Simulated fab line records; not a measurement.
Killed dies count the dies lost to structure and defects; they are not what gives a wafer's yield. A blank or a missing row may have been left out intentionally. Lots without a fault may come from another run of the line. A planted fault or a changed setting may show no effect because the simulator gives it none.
The tool behind it: which one?	flow n5Finfet	8 lots with 24 wafers sampled at 8 steps, on a route of 1938 steps

WHAT THE GAUGES READ, wafer by wafer
N5_FIN_SAQP_INSPECT_40: inspects for defects (brightfield).
lot	measured	on	rawDefectCount
L797	day 3 03:05	defectInspect-02	380 205 340
L799	day 3 11:44	defectInspect-01	191 285 258
L802	day 4 03:06	defectInspect-01	198 187 143
L804	day 4 14:55	defectInspect-01	168 192 186
L811	day 6 10:04	defectInspect-01	191 464 154
L814	day 7 05:02	defectInspect-01	303 174 218
L816	day 7 14:37	defectInspect-02	286 285 223
L817	day 7 19:55	defectInspect-02	269 259 239

N5_FIN_CUT_INSPECT_10: inspects for defects (brightfield).
lot	measured	on	rawDefectCount
L797	day 3 03:37	defectInspect-02	60 40 72
L799	day 3 12:08	defectInspect-01	38 43 28
L802	day 4 03:30	defectInspect-01	38 36 25
L804	day 4 15:25	defectInspect-01	41 32 31
L811	day 6 10:35	defectInspect-02	43 318 38
L814	day 7 05:25	defectInspect-02	62 45 52
L816	day 7 15:07	defectInspect-02	38 59 40
L817	day 7 20:26	defectInspect-01	44 41 33

N5_FIN_CUT_INSPECT_17: inspects for defects (brightfield).
lot	measured	on	rawDefectCount
L797	day 3 04:34	defectInspect-02	385 223 343
L799	day 3 13:07	defectInspect-02	252 364 311
L802	day 4 04:55	defectInspect-02	243 222 172
L804	day 4 16:23	defectInspect-01	170 201 191
L811	day 6 11:32	defectInspect-02	233 514 187
L814	day 7 06:43	defectInspect-02	391 211 260
L816	day 7 16:26	defectInspect-01	252 240 181
L817	day 7 21:23	defectInspect-01	244 219 226

N5_BEOL_M4_RC_MEAS_101.
lot	measured	on	DIBL_N (mV/V)	DIBL_P (mV/V)	IOFF_N (nA/um)	IOFF_P (nA/um)	ION_N (uA/um)	ION_P (uA/um)	SS_N (mV/dec)	SS_P (mV/dec)	VT_N (mV)	VT_P (mV)
L797	day 9 04:48	prober-02	36.3 38.0 36.7	36.2 39.1 35.7	0.161 0.208 0.169	0.22 0.28 0.21	674 682 674	462 465 454	71.1 72.0 71.8	74.1 73.7 73.2	249.6 246.3 250.4	-247 -248 -247
L799	day 9 14:31	prober-01	37.4 37.1 35.0	35.6 36.0 33.4	0.178 0.178 0.136	0.20 0.21 0.16	674 686 664	456 458 448	71.8 71.6 71.7	73.3 73.6 72.4	247.8 249.2 253.0	-255 -253 -255
L802	day 10 06:41	prober-02	36.4 34.8 36.5	37.4 35.2 36.9	0.167 0.132 0.172	0.19 0.16 0.20	688 673 679	457 456 463	70.5 71.3 70.6	74.0 73.0 73.3	249.1 249.8 248.2	-254 -256 -251
L804	day 10 14:10	prober-02	35.7 34.4 33.6	35.9 34.8 33.0	0.157 0.137 0.122	0.21 0.20 0.17	667 666 648	456 463 452	71.3 70.3 71.2	73.0 73.0 71.8	250.1 248.8 253.3	-247 -248 -251
L811	day 11 21:24	prober-02	37.7 38.6 36.4	38.0 38.5 36.7	0.194 0.223 0.178	0.29 0.30 0.26	690 675 681	478 467 474	71.5 71.7 71.2	73.4 74.1 72.9	245.4 243.9 244.9	-244 -244 -244
L814	day 13 21:21	prober-02	36.1 37.1 37.0	34.4 36.0 36.6	0.142 0.142 0.158	0.15 0.17 0.18	664 643 674	450 441 450	70.9 71.9 71.8	72.8 73.1 73.2	249.5 253.3 248.2	-258 -254 -255
L816	day 13 21:41	prober-01	36.2 35.4 34.2	37.0 37.1 34.5	0.186 0.171 0.136	0.23 0.22 0.18	670 690 660	458 465 451	72.1 71.6 71.1	73.9 74.4 72.8	245.1 248.0 251.7	-248 -250 -253
L817	day 14 04:16	prober-02	36.1 35.0 38.2	36.2 35.4 39.4	0.149 0.136 0.190	0.18 0.17 0.24	665 678 675	456 459 462	71.0 70.9 71.5	72.9 73.7 74.2	252.6 253.1 249.5	-253 -255 -248

EACH LOT AND THE TOOL THAT RAN IT (in order: tool; ch and the chambers of the sampled wafers; start)
lot	N5_FIN_SAQP_HM_DEP_72	N5_FIN_SAQP_RECESS_63	N5_FIN_SAQP_ETCH_34	N5_FIN_SAQP_HM_CD_35
L797	pecvd-04 ch 0,1,2, day 2 15:14	vaporEtch-02 ch 0,1, day 2 20:47	rieDiel-05 ch 0,2,3, day 3 02:37	cdSem-01, day 3 02:46
L799	pecvd-04 ch 0,1,2, day 3 04:25	vaporEtch-01 ch 0,1, day 3 08:32	rieDiel-06 ch 0,1,3, day 3 11:17	cdSem-03, day 3 11:25
L802	pecvd-01 ch 0,1, day 3 22:20	vaporEtch-02 ch 0,1, day 4 01:15	rieDiel-01 ch 0,1,2, day 4 02:38	cdSem-02, day 4 02:47
L804	pecvd-04 ch 0,1,2, day 4 09:51	vaporEtch-02 ch 0,1, day 4 13:02	rieDiel-06 ch 1,2, day 4 14:26	cdSem-01, day 4 14:35
L811	pecvd-04 ch 0,1,2, day 6 05:02	vaporEtch-01 ch 0,1, day 6 08:12	rieDiel-01 ch 1,2, day 6 09:36	cdSem-03, day 6 09:46
L814	pecvd-01 ch 0,1,2, day 6 23:29	vaporEtch-02 ch 0,1, day 7 02:35	rieDiel-05 ch 2,3, day 7 04:34	cdSem-03, day 7 04:43
L816	pecvd-03 ch 0,1, day 7 09:29	vaporEtch-01 ch 0,1, day 7 12:32	rieDiel-05 ch 2,3, day 7 14:08	cdSem-02, day 7 14:17
L817	pecvd-03 ch 0,1, day 7 14:33	vaporEtch-01 ch 0,1, day 7 17:53	rieDiel-06 ch 1,2, day 7 19:26	cdSem-01, day 7 19:35
- N5_FIN_SAQP_HM_DEP_72: deposits SiO2 from SiH4/N2O, target thk 12 nm, time 7.2 s.
- N5_FIN_SAQP_RECESS_63: chemistry HF/NH3, target SiO2, target depth 18 nm, afs cycles 3, sublimation time 60 s.
- N5_FIN_SAQP_ETCH_34: etches SiO2 in C4F6/O2, target depth 45 nm, time 15 s.
- N5_FIN_SAQP_HM_CD_35: target cd 8 nm.

AS READ BY THE TOOLS THEMSELVES (means over the sampled wafers that have a number; for cases with no such wafer, the mark the record gives instead)
N5_FIN_SAQP_HM_DEP_72.
lot	tool	heaterPowerW (W)	showerheadPlenumPTorr (Torr)
L797	pecvd-04	906	8.00
L799	pecvd-04	938	8.00
L802	pecvd-01	730	8.02
L804	pecvd-04	907	8.00
L811	pecvd-04	951	7.98
L814	pecvd-01	786	8.09
L816	pecvd-03	742	8.14
L817	pecvd-03	681	8.10

N5_FIN_SAQP_RECESS_63.
lot	tool	drypumpMotorCurrentA (A)	forelinePTorr (Torr)
L797	vaporEtch-02	6.1	0.1281
L799	vaporEtch-01	5.5	0.1281
L802	vaporEtch-02	6.2	0.1281
L804	vaporEtch-02	6.2	0.1280
L811	vaporEtch-01	5.5	0.1278
L814	vaporEtch-02	6.2	0.1280
L816	vaporEtch-01	5.5	0.1283
L817	vaporEtch-01	5.5	0.1279

N5_FIN_SAQP_ETCH_34.
lot	tool	O2_flow_sccm (sccm)	biasW (W)	chamberPressureMTorr (mTorr)	drypumpMotorCurrentA (A)	etchRfOnTimeS (s)	oes_f_703_au (a.u.)	oesProductAu (a.u.)	rfVppV (V)	showerheadPlenumPTorr (Torr)	throttleValvePct (%)
L797	rieDiel-05	10.01	185.0	29.982	5.3	15.25	0.76	0.65	662	2.75	21.16
L799	rieDiel-06	9.98	185.1	29.997	5.8	15.17	0.78	0.67	669	2.93	21.16
L802	rieDiel-01	9.96	185.0	29.992	6.0	15.11	0.77	0.65	658	2.89	20.98
L804	rieDiel-06	10.03	184.9	29.975	5.7	14.88	0.75	0.63	667	2.79	21.29
L811	rieDiel-01	10.02	185.0	30.005	6.2	15.22	0.72	0.61	654	2.86	21.15
L814	rieDiel-05	9.99	185.2	29.982	5.3	15.28	0.70	0.60	668	2.76	21.17
L816	rieDiel-05	10.01	184.8	29.995	5.2	15.12	0.71	0.61	660	2.80	21.17
L817	rieDiel-06	10.01	184.7	30.031	5.6	14.80	0.73	0.61	667	2.74	21.16

N5_FIN_SAQP_HM_CD_35.
lot	tool	cdNm (nm)
L797	cdSem-01	8.34
L799	cdSem-03	8.03
L802	cdSem-02	8.07
L804	cdSem-01	8.02
L811	cdSem-03	8.34
L814	cdSem-03	8.28
L816	cdSem-02	8.20
L817	cdSem-01	7.91

THE ANSWER, worked out from the rows above alone
Rule: the lots themselves supply what counts as usual. Put in order of their means at a reading, lots are off if they are a third of the lots or fewer, leave a main group of 4 or more, and stand apart from it by a gap of 3 or more times the standard deviation of the main group's means; of several such gaps the widest counts. The tables above print the reading to a certain number of digits; a main group whose means all agree to those digits is not used. A lot without any number at a reading at which 4 lots or more have one is off too. The other lots that the step has rows for count as sound. The gauges are gone through in route order, then the tools' own readings, and for those a lot's mean is taken as printed above. The first step at which some lot is off is used, and at that step the reading that is off furthest; a lot without a number counts as furthest.
Off, at N5_FIN_CUT_INSPECT_10 on rawDefectCount: L811. The main group has a mean of 43 with a standard deviation of 8.8.
If a tool, at a process step before that reading, ran all the lots that are off and no sound lot after the first of them, it fits. Not tried: the gauges at N5_FIN_CUT_INSPECT_10; whatever is off there is also off at N5_BEOL_M4_RC_MEAS_101, on other tools, and gauge error can't account for it. Undecided on this evidence; 2 tools fit (pecvd-04 at N5_FIN_SAQP_HM_DEP_72, rieDiel-01 at N5_FIN_SAQP_ETCH_34).

WHAT THE SIMULATOR PUT IN
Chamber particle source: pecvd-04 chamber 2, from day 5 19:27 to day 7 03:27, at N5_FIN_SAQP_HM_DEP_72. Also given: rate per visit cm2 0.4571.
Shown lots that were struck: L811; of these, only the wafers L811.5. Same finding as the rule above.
